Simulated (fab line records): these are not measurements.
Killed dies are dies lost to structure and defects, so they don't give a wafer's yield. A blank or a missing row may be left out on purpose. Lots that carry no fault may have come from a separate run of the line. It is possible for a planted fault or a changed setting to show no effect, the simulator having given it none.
A lot that was struck, set against a sound lot    flow nandHarc    15 out of 1302 route steps
Sound: wafers L794.2, L794.3, L794.5. The struck wafers were L783.1, L783.3, L783.5. The cause is named last.
For every step that has rows: the tool of each side, followed by ch and its chambers, followed by its first start. Under that, the readings that differ: sound wafers    struck wafers    difference of the means    sigmas: that difference in standard deviations of wafers without a fault.
alike: same words and numbers on both sides, and readings whose means sit less than 2 such deviations apart. not compared: any withheld reading, any reading some wafer has no value for, any bound like >300 that may hide the same value, and any number with overlapping values for which the record gives no deviation.
A row with sigmas, a row that says differs or no value, or rows on one side alone: a step with any of these is where the two part. Non-overlapping numbers with no deviation appear without sigmas and do not part them. Lack of a reading on every wafer of one side parts them only where that side has two or more wafers.

NHARC_A_CONTACT_ETCH_138: etches the open film in C4F8/O2/Ar, time 311 s, target depth 1914 nm.
  sound on harCapEtch-02 ch 1, day 29 14:43; struck on harCapEtch-02 ch 0,1, day 24 23:45
  alike: oesAirLineAu
  not compared: rfHoursCounterH
NHARC_A_CONTACT_ETCH_139: etches the open film in C4F8/O2/Ar, time 195 s, target depth 840 nm.
  sound on harCapEtch-02 ch 1, day 29 14:59; struck on harCapEtch-02 ch 0,1, day 25 00:01
  alike: oesAirLineAu
  not compared: rfHoursCounterH
then, 1 step without rows for these wafers: NHARC_A_CONTACT_ETCH_92 (etches the open film in CH3F/O2, target depth 40 nm, time 85.7 s).
NHARC_A_CONTACT_ETCH_98: etches the open film in C4F6/O2, target depth 20 nm, time 10 s.
  sound: rieDiel-04 ch 1,2,3; struck: rieDiel-08 ch 0,1,3
  alike: c4f6FlowSccm, drypumpMotorCurrentA, oesProductAu, rfVppV, showerheadPlenumPTorr, throttleValvePct
  not compared: rfHoursCounterH
NHARC_A_CONTACT_CD_MEAS_15:
  sound: cdSem-02 at day 29 15:46; struck: cdSem-03 at day 25 00:48
  alike: cdNm
then, 3 steps without rows for these wafers: NHARC_A_CONTACT_STRIP_107 (strips in N2/H2); NHARC_A_CONTACT_STRIP_108 (strips in CF4/CHF3); NHARC_A_CONTACT_STRIP_109 (strips in O2/COS).
NHARC_A_CONTACT_ETCH_110: etches the open film in CF4/O2, target depth 60 nm, overetch 6 nm, time 33 s.
  sound on rieDiel-08 ch 0,1,2, day 29 16:04; struck on rieDiel-08 ch 1,2,3, day 25 01:08
  alike: drypumpMotorCurrentA, oesProductAu, rfVppV, showerheadPlenumPTorr, throttleValvePct
  not compared: rfHoursCounterH
NHARC_A_CONTACT_STRIP_26: strips in O2.
  sound: rieDiel-08 ch 1,2,3; struck: rieDiel-08 ch 2,3
  alike: drypumpMotorCurrentA, oesProductAu, rfVppV, showerheadPlenumPTorr, throttleValvePct
  not compared: rfHoursCounterH
then, 2 steps without rows for these wafers: NHARC_A_CONTACT_STRIP_27 (strips in post etch residue remover, time 600 s); NHARC_A_CONTACT_ALD_18 (deposits TiN, target thk 3 nm, pulse time 1 s, ald cycles 150).
NHARC_A_CONTACT_CVD_19: deposits W, target thk 300 nm, time 802 s.
  sound on cvdW-02 ch 0,1, day 29 17:02; struck on cvdW-02 ch 0, day 25 02:07
  no value came back on the struck wafers for chamberPressureTorr (Torr), heaterPowerOuterW (W), heaterPowerW (W), throttleValvePct (%); on the sound wafers chamberPressureTorr (Torr) reads 39.98 39.80 39.72
NHARC_A_CONTACT_CMP_20: polishes, t overpolish 30 s, target thk 300 nm.
  sound on cmp-02 ch 1,2,3, day 29 17:47; struck on cmp-02 ch 0,2,3, day 25 02:53
reading              sound     struck  difference  sigmas
timeToEndpointS (s)  58 58 60  1 0 0   -58         -18
  alike: motorCurrentA, overpolishRunS
next, for these wafers, 1 step has no rows: NHARC_END_SORT_01.

## WHERE THEY PART
Last at NHARC_A_CONTACT_CMP_20 as far as this record goes, first at NHARC_A_CONTACT_CVD_19.

WHY: whatever the simulator had introduced
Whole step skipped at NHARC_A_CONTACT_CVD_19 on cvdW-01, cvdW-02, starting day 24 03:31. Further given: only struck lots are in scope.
